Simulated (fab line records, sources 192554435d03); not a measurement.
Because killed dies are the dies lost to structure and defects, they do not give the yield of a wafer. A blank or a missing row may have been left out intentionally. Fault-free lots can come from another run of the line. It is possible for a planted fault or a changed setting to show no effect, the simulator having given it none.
fab line records | flow n5_finfet
record lots=6 | wafers=17 | last_day=15
route steps=1938 shown BEOL_M4@1069
lots that met no fault: from a run of the same line without faults
start_h: hours from the record's opening day to when the first of the lot's shown wafers began | wait_h: hours elapsed since this lot's preceding step | " the same as in the row above | L1.1+2: several wafers, shown together as one row | - either no value or no given start | * or withheld: withheld | < > ~ a bound
route shown NAME@n: a module of which the file shows steps, and the number in the route of the first | usual: average and standard deviation across the fault-free wafers | same: alike in all rows | chamber/n: place in a boat | sites: per-site readings | _std_site: standard deviation across them | _edge_site: inner sites' mean taken away from outer sites' mean | radius_mm: how far each site lies from the wafer's centre | mask NAME#n: copy n | behind: the tool/chamber that last shaped the wafer | hold: reason for holding the lot/hours on hold/outcome of the hold | device: whichever transistor did not switch (one of n, p or np) | end of line: the same wafers' tests at the end of the route | a step given without rows: its recipe and nothing more | killed: count of dies lost to structure and defects at first sort (not the wafer's yield) | map: per-die view of a wafer (x killed, . not killed, _ where there is no die)
set.NAME: the setting that was run; set.NAME@STEP: the one run at that earlier step | model.NAME: the simulator's own value behind a step, which no gauge read
lots seen at some steps along the route; tables by step, rows by wafer
services: from which hour (start_h, from the record's first day; less than 0 if before it) a tool's chamber was out of use, for how many hours, and why
## steps
# step N5_BEOL_M4_STRIP_36
# recipe chemistry=N2/H2 | power_w=450 | temp_c=40 | pressure_mtorr=20 | rf_frequency_hz=6e+07 | overash_fraction=0.3 | bias_power_w=7 | h2_frac=0.5 | n2_flow_sccm=200 | h2_flow_sccm=200
# usual drypump_motor_current_A=5.8/0.56 | oes_product_au=0.79/0.085 | rf_vpp_V=59.3/1.2 | showerhead_plenum_p_Torr=2.53/0.08 | throttle_valve_pct=23.7/0.33
# same overash_fraction=0.3
lot.wafer | tool        | chamber | start_h | wait_h | drypump_motor_current_A | oes_product_au | rf_hours_counter_h | rf_vpp_V | showerhead_plenum_p_Torr | throttle_valve_pct
L283.1    | rie_diel-04 | 3       | 163.67  | 0.0    | 6.0                     | 0.85           | 51                 | 59.7     | 2.69                     | 23.5
L283.3    | "           | 2       | "       | "      | 5.9                     | 0.84           | 63                 | 57.3     | 2.47                     | 23.8
L283.4    | "           | 0       | "       | "      | 6.5                     | 0.69           | -                  | 59.3     | 2.49                     | 23.6
L289.2    | rie_diel-06 | 1       | 197.75  | 0.0    | 5.7                     | 0.74           | 149                | 59.4     | 2.65                     | 24.1
L289.4    | "           | 2       | "       | "      | 6.0                     | 0.72           | 166                | 56.6     | 2.43                     | 23.3
L289.5    | "           | 0       | "       | "      | 6.9                     | 0.78           | -                  | 59.3     | 2.45                     | 23.2
L292.3    | rie_diel-02 | 2       | 205.97  | 0.0    | 6.5                     | 0.82           | 92                 | 59.4     | 2.57                     | 23.8
L292.5    | "           | 0       | "       | "      | 5.2                     | 0.88           | -                  | 60.3     | 2.49                     | 23.5
L294.1    | rie_diel-04 | 3       | 229.71  | 0.0    | 6.0                     | 0.80           | 79                 | 59.5     | 2.68                     | 23.6
L294.3    | "           | 1       | "       | "      | 5.9                     | 0.92           | 22                 | 59.6     | 2.49                     | 23.6
L294.5    | "           | 0       | "       | "      | 6.5                     | 0.95           | -                  | 60.6     | 2.48                     | 23.3
L299.2    | rie_diel-04 | 1       | 251.72  | 0.0    | 5.9                     | 0.89           | 30                 | 58.3     | 2.49                     | 23.6
L299.4    | "           | 2       | "       | "      | 5.8                     | 0.80           | 98                 | 59.8     | 2.46                     | 23.8
L299.5    | "           | 1       | "       | "      | 5.9                     | 0.90           | -                  | 59.2     | 2.48                     | 23.6
L298.1    | rie_diel-02 | 1       | 258.43  | 0.0    | 5.5                     | 0.69           | 238                | 59.7     | 2.62                     | 24.0
L298.4    | "           | 0       | "       | "      | 5.3                     | 0.85           | -                  | 59.1     | 2.48                     | 23.5
L298.5    | "           | 2       | "       | "      | 6.5                     | 0.80           | -                  | 57.8     | 2.56                     | 23.8
# step N5_BEOL_M4_TRENCH_ETCH_37
# recipe chemistry=C4F6/O2 | target_depth_a=555.55 | target=SiOC | time_s=29.2 | ion_energy_ev=250 | pressure_mtorr=30 | source_w=355 | bias_w=185 | Ar_flow_sccm=300 | C4F6_flow_sccm=10 | O2_flow_sccm=10
# usual drypump_motor_current_A=5.8/0.56 | oes_product_au=0.79/0.086 | rf_vpp_V=669/5.7 | showerhead_plenum_p_Torr=2.83/0.085 | throttle_valve_pct=20.86/0.27
# same time_s=29.2
lot.wafer | tool        | chamber | start_h | wait_h | drypump_motor_current_A | oes_product_au | rf_hours_counter_h | rf_vpp_V | showerhead_plenum_p_Torr | throttle_valve_pct
L283.1    | rie_diel-04 | 3       | -       | -      | 6.0                     | 0.85           | 51                 | 678      | 3.00                     | 20.70
L283.3    | "           | 2       | "       | "      | 5.9                     | 0.84           | 63                 | 673      | 2.77                     | 20.88
L283.4    | "           | 0       | "       | "      | 6.5                     | 0.68           | -                  | 662      | 2.82                     | 21.05
L289.2    | rie_diel-06 | 1       | -       | -      | 5.7                     | 0.74           | 149                | 675      | 2.96                     | 21.22
L289.4    | "           | 2       | "       | "      | 5.9                     | 0.72           | 166                | 672      | 2.73                     | 20.71
L289.5    | "           | 0       | "       | "      | 6.8                     | 0.78           | -                  | 666      | 2.74                     | 20.47
L292.3    | rie_diel-02 | 2       | -       | -      | 6.5                     | 0.82           | 92                 | 670      | 2.87                     | 21.01
L292.5    | "           | 0       | "       | "      | 5.3                     | 0.87           | -                  | 661      | 2.78                     | 20.37
L294.1    | rie_diel-04 | 3       | -       | -      | 6.0                     | 0.81           | 79                 | 676      | 2.99                     | 20.74
L294.3    | "           | 1       | "       | "      | 6.0                     | 0.91           | 22                 | 663      | 2.78                     | 20.76
L294.5    | "           | 0       | "       | "      | 6.5                     | 0.96           | -                  | 662      | 2.81                     | 20.73
L299.2    | rie_diel-04 | 1       | -       | -      | 5.9                     | 0.89           | 30                 | 665      | 2.78                     | 20.75
L299.4    | "           | 2       | "       | "      | 5.8                     | 0.80           | 98                 | 672      | 2.75                     | 20.94
L299.5    | "           | 1       | "       | "      | 5.9                     | 0.91           | -                  | 663      | 2.78                     | 20.76
L298.1    | rie_diel-02 | 1       | -       | -      | 5.5                     | 0.69           | 238                | 668      | 2.92                     | 21.10
L298.4    | "           | 0       | "       | "      | 5.2                     | 0.85           | -                  | 660      | 2.77                     | 20.38
L298.5    | "           | 2       | "       | "      | 6.5                     | 0.81           | -                  | 669      | 2.86                     | 21.06
# step N5_BEOL_M4_ETCH_41
# recipe chemistry=CH3F/O2 | target=SiCN | target_depth_a=299 | taper_deg=2 | time_s=52.5 | ion_energy_ev=120 | mask_material=TiN | pressure_mtorr=30 | source_w=395 | bias_w=75 | Ar_flow_sccm=150 | CH3F_flow_sccm=30 | O2_flow_sccm=20
# usual drypump_motor_current_A=5.8/0.56 | oes_product_au=0.79/0.087 | rf_vpp_V=297.2/1.4 | showerhead_plenum_p_Torr=1.99/0.062 | throttle_valve_pct=16.32/0.27
# same time_s=52.5
lot.wafer | tool        | chamber | start_h | wait_h | drypump_motor_current_A | oes_product_au | rf_hours_counter_h | rf_vpp_V | showerhead_plenum_p_Torr | throttle_valve_pct
L283.1    | rie_diel-04 | 3       | -       | -      | 6.0                     | 0.85           | 51                 | 298.3    | 2.12                     | 16.15
L283.3    | "           | 2       | "       | "      | 5.8                     | 0.84           | 63                 | 295.7    | 1.94                     | 16.29
L283.4    | "           | 0       | "       | "      | 6.5                     | 0.68           | -                  | 296.4    | 1.98                     | 16.55
L289.2    | rie_diel-06 | 1       | -       | -      | 5.7                     | 0.75           | 149                | 299.6    | 2.08                     | 16.66
L289.4    | "           | 2       | "       | "      | 5.9                     | 0.72           | 166                | 293.9    | 1.92                     | 16.23
L289.5    | "           | 0       | "       | "      | 6.8                     | 0.78           | -                  | 296.0    | 1.92                     | 16.03
L292.3    | rie_diel-02 | 2       | -       | -      | 6.5                     | 0.82           | 92                 | 298.5    | 2.02                     | 16.45
L292.5    | "           | 0       | "       | "      | 5.2                     | 0.88           | -                  | 297.0    | 1.95                     | 15.82
L294.1    | rie_diel-04 | 3       | -       | -      | 6.0                     | 0.82           | 79                 | 299.1    | 2.11                     | 16.20
L294.3    | "           | 1       | "       | "      | 5.9                     | 0.93           | 22                 | 296.6    | 1.95                     | 16.18
L294.5    | "           | 0       | "       | "      | 6.5                     | 0.96           | -                  | 296.9    | 1.97                     | 16.12
L299.2    | rie_diel-04 | 1       | -       | -      | 5.9                     | 0.89           | 30                 | 297.8    | 1.95                     | 16.20
L299.4    | "           | 2       | "       | "      | 5.8                     | 0.80           | 98                 | 297.2    | 1.93                     | 16.38
L299.5    | "           | 1       | "       | "      | 5.9                     | 0.90           | -                  | 296.8    | 1.95                     | 16.19
L298.1    | rie_diel-02 | 1       | -       | -      | 5.5                     | 0.69           | 238                | 299.3    | 2.05                     | 16.59
L298.4    | "           | 0       | "       | "      | 5.3                     | 0.85           | -                  | 297.9    | 1.95                     | 15.85
L298.5    | "           | 2       | "       | "      | 6.5                     | 0.79           | -                  | 297.9    | 2.01                     | 16.49
# step N5_BEOL_M4_STRIP_97
# recipe chemistry=N2/H2 | time_s=10 | power_w=450 | temp_c=40 | pressure_mtorr=20 | rf_frequency_hz=6e+07 | bias_power_w=7 | n2_flow_sccm=200 | h2_flow_sccm=200
# usual drypump_motor_current_A=5.8/0.56 | oes_product_au=0.79/0.085 | rf_vpp_V=59.2/0.81 | showerhead_plenum_p_Torr=2.53/0.08 | throttle_valve_pct=23.7/0.33
# same time_s=10
lot.wafer | tool        | chamber | start_h | wait_h | drypump_motor_current_A | oes_product_au | rf_hours_counter_h | rf_vpp_V | showerhead_plenum_p_Torr | throttle_valve_pct
L283.1    | rie_diel-04 | 3       | -       | -      | 6.0                     | 0.85           | 51                 | 60.0     | 2.69                     | 23.5
L283.3    | "           | 2       | "       | "      | 5.8                     | 0.83           | 63                 | 59.3     | 2.47                     | 23.8
L283.4    | "           | 0       | "       | "      | 6.5                     | 0.68           | -                  | 60.0     | 2.49                     | 23.6
L289.2    | rie_diel-06 | 1       | -       | -      | 5.7                     | 0.74           | 149                | 58.7     | 2.65                     | 24.1
L289.4    | "           | 2       | "       | "      | 6.0                     | 0.73           | 166                | 59.2     | 2.43                     | 23.4
L289.5    | "           | 0       | "       | "      | 6.8                     | 0.78           | -                  | 61.0     | 2.45                     | 23.2
L292.3    | rie_diel-02 | 2       | -       | -      | 6.5                     | 0.83           | 92                 | 57.4     | 2.57                     | 23.8
L292.5    | "           | 0       | "       | "      | 5.3                     | 0.88           | -                  | 58.5     | 2.49                     | 23.5
L294.1    | rie_diel-04 | 3       | -       | -      | 6.0                     | 0.82           | 79                 | 58.9     | 2.68                     | 23.6
L294.3    | "           | 1       | "       | "      | 6.0                     | 0.91           | 22                 | 60.3     | 2.49                     | 23.6
L294.5    | "           | 0       | "       | "      | 6.5                     | 0.96           | -                  | 58.4     | 2.49                     | 23.3
L299.2    | rie_diel-04 | 1       | -       | -      | 5.9                     | 0.90           | 30                 | 59.1     | 2.49                     | 23.6
L299.4    | "           | 2       | "       | "      | 5.9                     | 0.80           | 98                 | 59.2     | 2.46                     | 23.8
L299.5    | "           | 1       | "       | "      | 6.0                     | 0.89           | -                  | 59.7     | 2.48                     | 23.6
L298.1    | rie_diel-02 | 1       | -       | -      | 5.5                     | 0.69           | 238                | 58.4     | 2.62                     | 24.0
L298.4    | "           | 0       | "       | "      | 5.2                     | 0.85           | -                  | 59.9     | 2.48                     | 23.6
L298.5    | "           | 2       | "       | "      | 6.5                     | 0.80           | -                  | 60.1     | 2.56                     | 23.8
# step N5_BEOL_M4_OCD_MEAS_38
# usual trench_depth_nm=55.5/0.96
lot.wafer | tool   | chamber | start_h | wait_h | trench_depth_nm
L283.1    | ocd-02 | -       | 163.87  | -      | 55.5
L283.3    | "      | -       | "       | "      | 56.0
L283.4    | "      | -       | "       | "      | 54.5
L289.2    | ocd-01 | -       | 197.94  | -      | 55.5
L289.4    | "      | -       | "       | "      | 55.4
L289.5    | "      | -       | "       | "      | 54.7
L292.3    | ocd-01 | -       | 206.16  | -      | 55.9
L292.5    | "      | -       | "       | "      | 56.4
L294.1    | ocd-02 | -       | 229.90  | -      | 55.3
L294.3    | "      | -       | "       | "      | 55.8
L294.5    | "      | -       | "       | "      | 57.5
L299.2    | ocd-01 | -       | 251.92  | -      | 56.3
L299.4    | "      | -       | "       | "      | 55.3
L299.5    | "      | -       | "       | "      | 55.9
L298.1    | ocd-01 | -       | 258.62  | -      | 55.9
L298.4    | "      | -       | "       | "      | 56.1
L298.5    | "      | -       | "       | "      | 56.8
# step N5_BEOL_M4_HM_STRIP_39
# recipe chemistry=peroxide_tin_strip | material=TiN | target_depth_a=250 | temp_c=50 | time_s=158
# step N5_BEOL_M4_SRD_40
# recipe time_s=30 | temp_c=23 | rinse_liquid=diw | dry=ipa_marangoni
# step N5_BEOL_M4_PRECLEAN_42
# recipe chemistry=residue_remover | time_s=60 | temp_c=40
# step N5_BEOL_M4_SRD_43
# recipe time_s=30 | temp_c=23 | rinse_liquid=diw | dry=ipa_marangoni
# step N5_BEOL_M4_CD_MEAS_35
# recipe target_cd_nm=18 | target_cd_y_nm=22.4 | polarity=opening
# usual cd_nm=18.05/0.26
lot.wafer | tool      | chamber | start_h | wait_h | cd_nm
L283.1    | cd_sem-02 | -       | 164.02  | 0.0    | 17.91
L283.3    | "         | -       | "       | "      | 18.52
L283.4    | "         | -       | "       | "      | 17.97
L289.2    | cd_sem-01 | -       | 198.10  | 0.0    | 18.25
L289.4    | "         | -       | "       | "      | 17.92
L289.5    | "         | -       | "       | "      | 18.01
L292.3    | cd_sem-02 | -       | 206.32  | 0.0    | 17.67
L292.5    | "         | -       | "       | "      | 17.79
L294.1    | cd_sem-02 | -       | 230.06  | 0.0    | 18.34
L294.3    | "         | -       | "       | "      | 18.06
L294.5    | "         | -       | "       | "      | 17.62
L299.2    | cd_sem-02 | -       | 252.10  | 0.0    | 17.47
L299.4    | "         | -       | "       | "      | 18.27
L299.5    | "         | -       | "       | "      | 17.91
L298.1    | cd_sem-03 | -       | 258.77  | 0.0    | 18.10
L298.4    | "         | -       | "       | "      | 18.38
L298.5    | "         | -       | "       | "      | 18.03
# step N5_BEOL_M4_DEGAS_44
# recipe ambient=vacuum | temp_c=250 | time_s=60
# usual heater_power_w=341/35
# same time_s=60
lot.wafer | tool           | chamber | start_h | wait_h | heater_power_w
L283.1    | pvd_sputter-03 | -       | 164.40  | 0.4    | 384
L283.3    | "              | -       | "       | "      | 355
L283.4    | "              | -       | "       | "      | 389
L289.2    | pvd_sputter-03 | -       | 198.14  | 0.0    | 379
L289.4    | "              | -       | "       | "      | 350
L289.5    | "              | -       | "       | "      | 358
L292.3    | pvd_sputter-03 | -       | 206.49  | 0.2    | 357
L292.5    | "              | -       | "       | "      | 302
L294.1    | pvd_sputter-03 | -       | 230.27  | 0.2    | 313
L294.3    | "              | -       | "       | "      | 290
L294.5    | "              | -       | "       | "      | 299
L299.2    | pvd_sputter-02 | -       | 252.22  | 0.1    | 387
L299.4    | "              | -       | "       | "      | 349
L299.5    | "              | -       | "       | "      | 319
L298.1    | pvd_sputter-02 | -       | 259.00  | 0.2    | 361
L298.4    | "              | -       | "       | "      | 297
L298.5    | "              | -       | "       | "      | 294
# step N5_BEOL_M4_PRE_CLEAN_45
# recipe gas=H2/He | time_s=30 | temp_c=250
# step N5_BEOL_M4_ALD_84
# recipe material=TaN | target_thk_a=* | temp_c=275 | ald_precursor_family=PDMAT | ald_co_reactant=NH3 | pressure_torr=3 | carrier_flow_sccm=1500 | pulse_time_s=2 | purge_time_s=3 | co_reactant_purge_time_s=2 | co_reactant_pulse_time_s=3 | ald_cycles=30 | precursor_vessel_temp_c=75 | precursor_vessel_pressure_torr=26.25 | precursor_vessel_carrier_sccm=1000
# usual co_reactant_pulse_time_s=3/0 | heater_power_w=436/45
lot.wafer | tool         | chamber | start_h | wait_h | co_reactant_pulse_time_s | heater_power_w
L283.1    | ald_metal-02 | 3       | 164.52  | 0.1    | 3                        | 404
L283.3    | "            | 2       | "       | "      | 3                        | 428
L283.4    | "            | 0       | "       | "      | 3                        | 418
L289.2    | ald_metal-01 | 0       | 198.24  | 0.0    | 3                        | 433
L289.4    | "            | 2       | "       | "      | 3                        | 482
L289.5    | "            | 0       | "       | "      | 3                        | 431
L292.3    | ald_metal-01 | 3       | 206.65  | 0.1    | 3.3825                   | 393
L292.5    | "            | 2       | "       | "      | 3.3825                   | 485
L294.1    | ald_metal-01 | 3       | 230.38  | 0.0    | 3                        | 393
L294.3    | "            | 1       | "       | "      | 3.3825                   | 374
L294.5    | "            | 3       | "       | "      | 3.3825                   | 391
L299.2    | ald_metal-04 | 2       | 252.32  | 0.0    | 3                        | 504
L299.4    | "            | 3       | "       | "      | 3                        | 485
L299.5    | "            | 1       | "       | "      | 3                        | 506
L298.1    | ald_metal-04 | 2       | 259.20  | 0.1    | 3                        | 502
L298.4    | "            | 0       | "       | "      | 3                        | 389
L298.5    | "            | 3       | "       | "      | 3                        | 488
# step N5_BEOL_M4_SURFACE_TREAT_85
# recipe gas=Ar | time_s=* | ion_energy_ev=* | ion_current_ma_cm2=0.5 | pressure_mtorr=* | ar_flow_sccm=30
# step N5_BEOL_M4_RC_MEAS_101
# usual DIBL_N=36.3/1 | DIBL_P=36.2/1.4 | IOFF_N=0.157/0.021 | IOFF_P=0.206/0.025 | ION_N=673/9 | ION_P=461/6.4 | SS_N=71.5/0.5 | SS_P=73.2/0.47 | VT_N=249.9/2.4 | VT_P=-250.6/2.9
lot.wafer | tool      | chamber | start_h | wait_h | DIBL_N[mV/V] | DIBL_P[mV/V] | IOFF_N[nA/um] | IOFF_P[nA/um] | ION_N[uA/um] | ION_P[uA/um] | SS_N[mV/dec] | SS_P[mV/dec] | VT_N[mV] | VT_P[mV]
L283.1    | prober-01 | 0       | 168.10  | 0.0    | 35.9         | 36.1         | 0.139         | 0.178         | 662          | 456          | 71.5         | 73.0         | 249.5    | -254.4
L283.3    | "         | 0       | "       | "      | 36.2         | 36.0         | 0.142         | 0.190         | 675          | 461          | 71.3         | 72.7         | 249.2    | -254.6
L283.4    | "         | 0       | "       | "      | 35.8         | 35.3         | 0.131         | 0.169         | 663          | 453          | 71.9         | 72.6         | 251.9    | -255.3
L289.2    | prober-01 | 0       | 201.70  | 0.2    | 38.3         | 36.8         | 0.173         | 0.210         | 677          | 462          | 71.7         | 73.0         | 248.6    | -252.0
L289.4    | "         | 0       | "       | "      | 37.3         | 36.1         | 0.155         | 0.206         | 684          | 468          | 71.7         | 73.3         | 248.2    | -249.6
L289.5    | "         | 0       | "       | "      | 37.6         | 37.2         | 0.176         | 0.225         | 683          | 464          | 71.7         | 73.3         | 246.7    | -250.1
L292.3    | prober-02 | 0       | 211.57  | 0.3    | 37.2         | 37.5         | 0.185         | 0.213         | 680          | 455          | 71.5         | 73.9         | 246.9    | -251.7
L292.5    | "         | 0       | "       | "      | 35.6         | 35.5         | 0.149         | 0.183         | 675          | 462          | 71.3         | 73.5         | 248.9    | -252.8
L294.1    | prober-01 | 0       | 233.89  | 0.0    | 36.4         | 36.5         | 0.167         | 0.216         | 683          | 464          | 71.9         | 72.3         | 247.8    | -248.5
L294.3    | "         | 0       | "       | "      | 35.2         | 35.3         | 0.140         | 0.192         | 667          | 462          | 71.3         | 73.0         | 250.2    | -251.0
L294.5    | "         | 0       | "       | "      | 37.2         | 37.3         | 0.179         | 0.237         | 681          | 470          | 71.3         | 73.4         | 247.5    | -245.6
L299.2    | prober-01 | 0       | 255.78  | 0.2    | 35.6         | 33.8         | 0.126         | 0.183         | 664          | 460          | 71.2         | 72.9         | 251.8    | -251.5
L299.4    | "         | 0       | "       | "      | 35.0         | 33.9         | 0.120         | 0.179         | 667          | 457          | 70.8         | 73.3         | 252.0    | -251.5
L299.5    | "         | 0       | "       | "      | 38.7         | 37.9         | 0.177         | 0.247         | 671          | 464          | 71.3         | 73.9         | 247.2    | -248.3
L298.1    | prober-02 | 0       | 263.38  | 0.0    | 36.6         | 36.2         | 0.157         | 0.230         | 686          | 472          | 71.8         | 73.2         | 248.0    | -243.7
L298.4    | "         | 0       | "       | "      | 35.8         | 35.5         | 0.146         | 0.223         | 682          | 474          | 70.7         | 72.7         | 247.2    | -247.0
L298.5    | "         | 0       | "       | "      | 37.2         | 35.9         | 0.153         | 0.236         | 670          | 465          | 71.6         | 72.6         | 249.0    | -248.2
## services
tool         | chamber | start_h | hours | kind
rie_diel-04  | 1       | 151.30  | -     | clean
rie_diel-04  | 1       | 151.30  | -     | consumable_replace:focus_ring
rie_diel-04  | 1       | 151.30  | 20.6  | scheduled_down
rie_diel-04  | 1       | 151.30  | 20.6  | vent_cycle
rie_diel-06  | 2       | 154.30  | 2.7   | repair
rie_diel-02  | -       | 187.98  | 14.6  | pm
rie_diel-04  | 0       | 191.11  | -     | clean
rie_diel-04  | 0       | 191.11  | -     | consumable_replace:focus_ring
rie_diel-04  | 0       | 191.11  | 17.0  | scheduled_down
rie_diel-04  | 0       | 191.11  | 17.0  | vent_cycle
ald_metal-02 | -       | 201.78  | 6.0   | pm
rie_diel-04  | 1       | 209.25  | 5.5   | repair
ald_metal-02 | 0       | 223.66  | 15.9  | repair
rie_diel-04  | 0       | 234.06  | 1.5   | repair
rie_diel-02  | 3       | 252.44  | -     | clean
rie_diel-02  | 3       | 252.44  | -     | consumable_replace:focus_ring
rie_diel-02  | 3       | 252.44  | 23.4  | scheduled_down
rie_diel-02  | 3       | 252.44  | 23.4  | vent_cycle
## key
first_sign step=N5_BEOL_M4_ALD_84 | reading=co_reactant_pulse_time_s | direction=up | sigmas=99+ | usual=* | struck=*
effect none on later readings
met_at N5_BEOL_M4_ALD_84
struck_wafers L292.3,L292.5,L294.3,L294.5
onset_between 198.24 206.65
fault kind=process_parameter_drift | tool=ald_metal-01 | chamber=- | onset_h=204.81 | steps=N5_BEOL_M4_ALD_84 | channel=co_reactant_pulse_time_s | offset=* | shape=step | end_h=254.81 | scope=struck_wafers_only | acts_in=* | stated=*
